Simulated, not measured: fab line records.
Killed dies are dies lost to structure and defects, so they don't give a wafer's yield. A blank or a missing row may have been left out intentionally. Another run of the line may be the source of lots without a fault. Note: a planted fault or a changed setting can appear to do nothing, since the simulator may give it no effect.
Matching of chambers ; flow nand harc ; NHARC_A_STAIRCASE_ETCH_201 on rie diel-02: 4 sister chambers
The step etches the open film in C4F8/O2, target depth 100 nm, time 40.5 s. 14 wafers are shown with their chamber, then 7 later ones without.

== WAFERS PAIRED WITH THEIR CHAMBERS ==
wafer;chamber;rf vpp V (V);bias w (W);oes product au (a.u.)
L974.4;2;897;997.6;0.951
L974.5;2;897;1003.4;0.949
L974.6;3;889;1004.4;0.942
L976.2;3;890;1001.5;0.948
L976.3;1;892;999.1;0.950
L976.6;3;889;1003.7;0.940
L986.1;2;898;999.2;0.944
L986.4;0;887;995.0;0.918
L986.6;2;897;1000.1;0.943
L990.1;0;888;998.4;0.948
L990.2;3;889;1000.2;0.942
L990.4;2;896;1003.0;0.951
L993.1;0;887;998.1;0.946
L993.2;3;888;1001.2;0.939

SIGNATURES (averages over the wafers above)
reading;chamber 0;chamber 1;chamber 2;chamber 3;scatter within a chamber
rf vpp V;887.33;892.00;897.00;889.00;0.683
bias w;997.167;999.100;1000.660;1002.200;2.11
oes product au;0.93733;0.95000;0.94760;0.94220;0.00819
Rule: a wafer lies at a distance from a chamber equal to the root of the sum of squares, over the readings, of (its reading less the chamber's mean, divided by the reading's scatter). If the next closest chamber is less than 2 further off than the closest, the wafer can't be placed; otherwise it belongs to the closest. The scatter is the square root of a quotient: the sum, over the shown wafers, of each reading's squared deviation from its chamber's mean, divided by wafers minus chambers.

== WAFERS WITH NO CHAMBER GIVEN ==
wafer;rf vpp V (V);bias w (W);oes product au (a.u.)
L993.5;887;999.9;0.948
L995.4;889;993.4;0.967
L995.5;895;1004.2;0.971
L995.6;888;999.7;0.947
L997.1;887;1001.2;0.947
L997.4;887;999.7;0.944
L997.6;887;998.1;0.945

== WHICH CHAMBER EACH ONE RAN IN ==
wafer;from the rows above;in truth
L993.5;can't be placed: 0 or 3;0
L995.4;can't be placed: 0 or 3 or 1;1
L995.5;can't be placed: 2 or 1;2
L995.6;can't be placed: 0 or 3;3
L997.1;can't be placed: 0 or 3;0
L997.4;can't be placed: 0 or 3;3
L997.6;0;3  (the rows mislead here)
Correctly placed: 0 of 7. Unplaceable from these rows: 6, with the true chamber sitting among the candidates in 6. Placed wrongly: 1.
